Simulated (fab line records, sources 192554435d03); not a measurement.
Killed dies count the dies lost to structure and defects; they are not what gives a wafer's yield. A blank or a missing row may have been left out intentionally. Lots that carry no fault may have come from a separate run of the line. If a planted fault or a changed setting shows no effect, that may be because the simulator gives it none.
Split-lot trial | flow n5-finfet | 39 wafers read across 7 lots, on a route 1938 steps long

## THE SPLIT
At N5_SD_EPI_P_EPI_21 (deposits SiGe:B, time 355 s), the setting time-s was moved away from the recipe's 355 s on 12 of the 39 wafers read, by -10.1% to +13.9%. For the rest of the wafers, this setting stayed at what the recipe calls for.

## FROM THE SPLIT TO THE READING: what the file shows between them, 5 steps
- N5_SD_EPI_P_EPI_MEAS_23
- N5_SD_EPI_P_HM_STRIP_48: strips SiNx in H3PO4, material SiNx, target depth 3 nm
- N5_SD_EPI_P_SRD_49: time 30 s
- N5_SD_ACTIVATION_RTA_00: time 0 s
- N5_SD_ACTIVATION_LSA_01: time 0.0008 s

## THE READING
RS_SD_P in ohm/sq, measured at N5_SD_ACTIVATION_RS_MEAS_03 by four-point-probe. Fault-free wafers of this fab line usually give 56.0 ohm/sq, standard deviation 0.81 ohm/sq.

wafer  | tool, chamber at the split | time-s as run, s | against the recipe | RS_SD_P, ohm/sq | against lot-mates on the recipe
L075.1 | epi-rpcvd-01, 0            | 355              | recipe             | 56.7            | -
L075.2 | epi-rpcvd-01, 0            | 355              | recipe             | 56.8            | -
L075.3 | epi-rpcvd-01, 0            | 319.3            | -10.1%             | 60.4            | +3.6
L075.4 | epi-rpcvd-01, 0            | 319.3            | -10.1%             | 58.9            | +2.1
L075.5 | epi-rpcvd-01, 0            | 355              | recipe             | 57.0            | -
L075.6 | epi-rpcvd-01, 0            | 319.3            | -10.1%             | 60.1            | +3.3
L076.1 | epi-rpcvd-01, 0            | 355              | recipe             | 56.5            | -
L076.2 | epi-rpcvd-01, 0            | 404.2            | +13.9%             | 51.8            | -4.4
L076.3 | epi-rpcvd-01, 0            | 404.2            | +13.9%             | 51.4            | -4.8
L076.4 | epi-rpcvd-01, 0            | 355              | recipe             | 55.6            | -
L076.5 | epi-rpcvd-01, 0            | 355              | recipe             | 56.4            | -
L076.6 | epi-rpcvd-01, 0            | 404.2            | +13.9%             | 51.5            | -4.7
L081.2 | epi-rpcvd-02, 0            | 355              | recipe             | 56.8            | -
L081.3 | epi-rpcvd-02, 0            | 355              | recipe             | 57.1            | -
L081.5 | epi-rpcvd-02, 0            | 355              | recipe             | 56.7            | -
L085.1 | epi-rpcvd-03, 0            | 379.2            | +6.8%              | 54.2            | -2.6
L085.2 | epi-rpcvd-03, 0            | 355              | recipe             | 56.6            | -
L085.3 | epi-rpcvd-03, 0            | 355              | recipe             | 57.0            | -
L085.4 | epi-rpcvd-03, 0            | 355              | recipe             | 56.8            | -
L085.5 | epi-rpcvd-03, 0            | 379.2            | +6.8%              | 54.5            | -2.3
L085.6 | epi-rpcvd-03, 0            | 379.2            | +6.8%              | 54.1            | -2.7
L089.1 | epi-rpcvd-01, 0            | 393.4            | +10.8%             | 52.3            | -3.4
L089.2 | epi-rpcvd-01, 0            | 393.4            | +10.8%             | 51.9            | -3.8
L089.3 | epi-rpcvd-01, 0            | 355              | recipe             | 55.8            | -
L089.4 | epi-rpcvd-01, 0            | 393.4            | +10.8%             | 53.0            | -2.7
L089.5 | epi-rpcvd-01, 0            | 355              | recipe             | 56.2            | -
L089.6 | epi-rpcvd-01, 0            | 355              | recipe             | 55.1            | -
L092.1 | epi-rpcvd-01, 0            | 355              | recipe             | 55.9            | -
L092.2 | epi-rpcvd-01, 0            | 355              | recipe             | 56.3            | -
L092.3 | epi-rpcvd-01, 0            | 355              | recipe             | 57.3            | -
L092.4 | epi-rpcvd-01, 0            | 355              | recipe             | 56.7            | -
L092.5 | epi-rpcvd-01, 0            | 355              | recipe             | 56.1            | -
L092.6 | epi-rpcvd-01, 0            | 355              | recipe             | 56.4            | -
L093.1 | epi-rpcvd-03, 0            | 355              | recipe             | 55.5            | -
L093.2 | epi-rpcvd-03, 0            | 355              | recipe             | 53.5            | -
L093.3 | epi-rpcvd-03, 0            | 355              | recipe             | 55.7            | -
L093.4 | epi-rpcvd-03, 0            | 355              | recipe             | 54.3            | -
L093.5 | epi-rpcvd-03, 0            | 355              | recipe             | 55.4            | -
L093.6 | epi-rpcvd-03, 0            | 355              | recipe             | 55.0            | -

FIT RESULTS
A straight line over all 39 wafers: RS_SD_P changes by -0.338 ohm/sq for each +1% of time-s; r = -0.93; the points scatter about the line by 0.8 ohm/sq.
The same after taking each lot's own level away (the mean of its wafers on the recipe; 39 wafers): -0.319 ohm/sq for each +1%; r = -0.97; scatter 0.49 ohm/sq.
The reading moves by 4.4 ohm/sq for the largest change in time-s, on that fit.
The span of the lots' own levels, 54.90 to 56.87 ohm/sq, comes to 2.4 times the standard deviation stated above.
Consequently the slope shifts little with the lot-to-lot level, the two slopes agreeing.
Check: -4.48 ohm/sq against its lot-mates is what the line predicts for one of the wafers moved furthest among these (+13.9%) when that wafer is left out of the fit. It came out at -4.37 ohm/sq against them.

## OTHER SPLITS APPLIED TO THESE WAFERS
These wafers also went through other splits before the reading. Each is held against what the fit with the lots' levels taken away leaves over:
other split on the same wafers       | wafers away from the commonest value | r with RS_SD_P (lot level and that fit taken away)
N5_DUMMY_GATE_EXPOSE_12 dose-mj      | 18                                   | +0.02
N5_DUMMY_GATE_ETCH_31 target-depth-a | 15                                   | -0.08
N5_DUMMY_GATE_ETCH_42 bias-w         | 12                                   | -0.07

## THE WHOLE CHAIN: every reading that the file lists as answering this split, in the file's order
step                        | what it does                 | reading                                                                           | change (the file's fit)               | r (the file's)
N5_SD_EPI_P_EPI_21          | deposits SiGe:B, time 355 s  | SiGe-B_of_SD_EPI_P_EPI_21.thk-nm (the simulator's own value, which no gauge read) | +0.389 nm for each +1% of the setting | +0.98
N5_SD_EPI_P_EPI_MEAS_23     |                              | thk-nm                                                                            | withheld for each +1% of the setting  | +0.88
N5_SD_ACTIVATION_RS_MEAS_03 | measures by four-point-probe | RS_SD_P                                                                           | -0.323 for each +1% of the setting    | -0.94

## FILE'S OWN FIT
RS_SD_P changes by -0.323 ohm/sq for each +1% of time-s, r = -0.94.
